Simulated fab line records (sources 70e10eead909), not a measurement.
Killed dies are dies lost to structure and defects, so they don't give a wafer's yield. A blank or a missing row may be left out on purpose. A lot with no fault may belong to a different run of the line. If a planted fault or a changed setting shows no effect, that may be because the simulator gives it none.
What tool caused it? | flow nand harc | 12 lots with 36 wafers sampled at 6 steps, on a route of 1302 steps

== WHAT THE GAUGES SHOWED, per wafer ==
NHARC_P_GATE_CD_MEAS_59: target cd 720 nm. Usual: cd nm 719.7 nm, standard deviation 2.
lot  | measured     | on        | cd nm (nm)        | flag
L665 | day 6 05:10  | cd sem-01 | 720.4 718.4 719.8 |
L668 | day 7 06:28  | cd sem-03 | 720.6 720.8 720.3 |
L670 | day 7 23:33  | cd sem-02 | 720.5 716.7 719.8 |
L671 | day 8 20:52  | cd sem-02 | 719.6 720.1 723.5 |
L672 | day 9 05:00  | cd sem-03 | 718.3 718.6 719.0 |
L675 | day 10 02:39 | cd sem-02 | 719.5 719.2 717.7 |
L676 | day 10 11:47 | cd sem-01 | 815.7 814.0 810.2 | OFF
L678 | day 11 14:41 | cd sem-03 | 720.7 718.7 721.5 |
L679 | day 11 15:04 | cd sem-02 | 721.0 714.6 721.5 |
L685 | day 14 11:23 | cd sem-03 | 715.8 719.4 718.3 |
L686 | day 14 16:55 | cd sem-03 | 718.3 720.0 718.6 |
L687 | day 15 01:04 | cd sem-01 | 719.6 723.2 722.3 |

NHARC_END_SORT_01. Usual: killed at array 41, standard deviation 10; killed at other 0.8, standard deviation 0.91; killed at periphery 4.2, standard deviation 2.9; killed dies 46, standard deviation 10; killed open 3.5, standard deviation 2.1; killed short 2.5, standard deviation 1.6.
lot  | measured     | on        | killed at array | killed at other | killed at periphery | killed dies | killed open | killed short | flag
L676 | day 29 00:52 | prober-02 | 32 38 38        | 3 2 0           | 36 51 39            | 71 91 77    | 0 2 4       | 2 4 0        | OFF

== EACH LOT AND THE TOOL THAT RAN IT (in order: tool; ch and the chambers of the sampled wafers; start) ==
lot  | NHARC_P_GATE_ETCH_114                         | NHARC_P_GATE_ALD_36               | NHARC_P_GATE_STRIP_111               | NHARC_P_GATE_EXPOSE_56
L665 | rie diel-05 ch 0,3, day 5 19:11 or earlier    | ald sin-03 ch 0,1,3, day 5 19:11  | plasma asher-02 ch 0,1, day 6 03:56  | krf scanner-01 ch 0, day 6 05:01
L668 | rie diel-12 ch 0,1,2, day 6 18:11 or earlier  | ald sin-03 ch 0,1,2, day 6 18:11  | plasma asher-02 ch 0,1, day 7 05:14  | krf scanner-01 ch 0, day 7 06:18
L670 | rie diel-12 ch 0,2,3, day 7 11:06 or earlier  | ald sin-04 ch 0,1,2, day 7 11:06  | plasma asher-02 ch 0,1, day 7 22:27  | krf scanner-02 ch 0, day 7 23:23
L671 | rie diel-07 ch 1,2,3, day 8 06:21 or earlier  | ald sin-01 ch 0,1, day 8 06:21    | plasma asher-02 ch 0,1, day 8 19:38  | krf scanner-01 ch 0, day 8 20:42
L672 | rie diel-12 ch 1,2,3, day 8 17:35 or earlier  | ald sin-03 ch 1,2, day 8 17:35    | plasma asher-01 ch 0,1, day 9 03:46  | krf scanner-03 ch 0, day 9 04:50
L675 | rie diel-07 ch 0,2,3, day 9 14:20 or earlier  | ald sin-03 ch 0,2, day 9 14:20    | plasma asher-01 ch 0,1, day 10 01:31 | krf scanner-02 ch 0, day 10 02:30
L676 | rie diel-07 ch 0,1,3, day 10 02:41 or earlier | ald sin-04 ch 1,2,3, day 10 02:41 | plasma asher-01 ch 0,1, day 10 10:34 | krf scanner-01 ch 0, day 10 11:38
L678 | rie diel-05 ch 1,2, day 11 04:38 or earlier   | ald sin-03 ch 0,2,3, day 11 04:38 | plasma asher-01 ch 0,1, day 11 13:38 | krf scanner-01 ch 0, day 11 14:32
L679 | rie diel-07 ch 0,2, day 11 04:56 or earlier   | ald sin-04 ch 0,1,3, day 11 04:56 | plasma asher-01 ch 0,1, day 11 14:01 | krf scanner-01 ch 0, day 11 14:55
L685 | rie diel-12 ch 0,3, day 13 23:20 or earlier   | ald sin-01 ch 1,2, day 13 23:20   | plasma asher-01 ch 0,1, day 14 10:16 | krf scanner-02 ch 0, day 14 11:14
L686 | rie diel-05 ch 0,2,3, day 14 05:41 or earlier | ald sin-03 ch 0,1,3, day 14 05:41 | plasma asher-02 ch 0,1, day 14 15:42 | krf scanner-01 ch 0, day 14 16:46
L687 | rie diel-05 ch 0,1, day 14 13:47 or earlier   | ald sin-04 ch 0,1,3, day 14 13:47 | plasma asher-02 ch 0,1, day 14 23:50 | krf scanner-03 ch 0, day 15 00:55
- NHARC_P_GATE_ETCH_114: etches the open film in CF4/O2, target depth 30 nm, overetch 3 nm, time 16.5 s.
- NHARC_P_GATE_ALD_36: deposits SiNx, target thk 20 nm, pulse time 60 s, ald cycles 223.
- NHARC_P_GATE_STRIP_111: strips in N2/H2, time 250 s.
- NHARC_P_GATE_EXPOSE_56: exposes mask P PSD, target cd 720 nm.

== WHAT THE TOOLS THEMSELVES READ (means of the sampled wafers that have a number; where no wafer has one, the mark that the record gives instead) ==
NHARC_P_GATE_ETCH_114. Usual: drypump motor current A 5.8 A, standard deviation 0.53; oes product au 1.000 a.u., standard deviation 0.011; rf vpp V 198.2 V, standard deviation 1.4; showerhead plenum p Torr 1.36 Torr, standard deviation 0.053; throttle valve pct 13.398 %, standard deviation 0.0095.
lot  | tool        | drypump motor current A (A) | oes product au (a.u.) | rf vpp V (V) | showerhead plenum p Torr (Torr) | throttle valve pct (%) | flag
L665 | rie diel-05 | 6.1                         | 1.003                 | 197.6        | 1.31                            | 13.394                 |
L668 | rie diel-12 | 5.6                         | 1.005                 | 198.0        | 1.35                            | 13.399                 |
L670 | rie diel-12 | 5.8                         | 1.006                 | 197.4        | 1.37                            | 13.404                 |
L671 | rie diel-07 | 5.9                         | 0.996                 | 197.9        | 1.35                            | 13.395                 |
L672 | rie diel-12 | 5.3                         | 1.004                 | 198.0        | 1.35                            | 13.395                 |
L675 | rie diel-07 | 6.4                         | 1.006                 | 198.1        | 1.31                            | 13.389                 |
L676 | rie diel-07 | 5.9                         | 0.995                 | 197.4        | 1.34                            | 13.391                 |
L678 | rie diel-05 | 5.4                         | 0.992                 | 199.1        | 1.41                            | 13.397                 |
L679 | rie diel-07 | 6.3                         | 1.011                 | 197.1        | 1.32                            | 13.402                 |
L685 | rie diel-12 | 6.2                         | 1.007                 | 199.4        | 1.41                            | 13.395                 |
L686 | rie diel-05 | 5.8                         | 0.996                 | 197.6        | 1.35                            | 13.394                 |
L687 | rie diel-05 | 5.5                         | 1.001                 | 199.2        | 1.39                            | 13.400                 |

NHARC_P_GATE_ALD_36. Usual: heater power w 759 W, standard deviation 67; precursor pulse height rel 0.998, standard deviation 0.02.
lot  | tool       | heater power w (W) | precursor pulse height rel | flag
L665 | ald sin-03 | 809                | 1.005                      |
L668 | ald sin-03 | 758                | 0.982                      |
L670 | ald sin-04 | 734                | 1.013                      |
L671 | ald sin-01 | 793                | 0.976                      |
L672 | ald sin-03 | 703                | 0.994                      |
L675 | ald sin-03 | 842                | 0.987                      |
L676 | ald sin-04 | 734                | 0.987                      |
L678 | ald sin-03 | 822                | 1.000                      |
L679 | ald sin-04 | 728                | 0.982                      |
L685 | ald sin-01 | 728                | 0.995                      |
L686 | ald sin-03 | 829                | 0.986                      |
L687 | ald sin-04 | 723                | 0.992                      |

NHARC_P_GATE_STRIP_111. Usual: drypump motor current A 5.5 A, standard deviation 0.54; heater power w 91 W, standard deviation 7.3.
lot  | tool            | drypump motor current A (A) | heater power w (W) | flag
L665 | plasma asher-02 | 5.9                         | 89                 |
L668 | plasma asher-02 | 5.9                         | 89                 |
L670 | plasma asher-02 | 5.9                         | 92                 |
L671 | plasma asher-02 | 5.9                         | 89                 |
L672 | plasma asher-01 | 5.1                         | 97                 |
L675 | plasma asher-01 | 5.1                         | 99                 |
L676 | plasma asher-01 | 5.1                         | 98                 |
L678 | plasma asher-01 | 5.4                         | 94                 |
L679 | plasma asher-01 | 5.1                         | 99                 |
L685 | plasma asher-01 | 5.4                         | 93                 |
L686 | plasma asher-02 | 5.9                         | 85                 |
L687 | plasma asher-02 | 5.7                         | 83                 |

== THE ANSWER, worked out from the rows above alone ==
Rule: a lot is off if the mean of its wafers that have a number lies more than 3 standard deviations from the usual mean. Also off: a lot with no number at a reading for which 4 or more lots have one. The other lots that the step has rows for count as sound. First the gauges in route order, then the tools' own readings, where a lot's mean is used as printed above. At the first step where some lot is off, the reading lying furthest off is the one used; lots without a number count as furthest.
Off: L676 (NHARC_P_GATE_CD_MEAS_59, cd nm).
If a tool, at a process step before that reading, ran all the lots that are off and no sound lot after the first of them, it fits. The gauges at NHARC_P_GATE_CD_MEAS_59 aren't tried: what is off there is off at NHARC_END_SORT_01 too, on other tools, and a gauge's error can't cause that. With no start given for some of its lots, NHARC_P_GATE_ETCH_114 uses the hours and lot order of NHARC_P_GATE_ALD_36. None of those tried fits.

== WHAT THE SIMULATOR PUT IN ==
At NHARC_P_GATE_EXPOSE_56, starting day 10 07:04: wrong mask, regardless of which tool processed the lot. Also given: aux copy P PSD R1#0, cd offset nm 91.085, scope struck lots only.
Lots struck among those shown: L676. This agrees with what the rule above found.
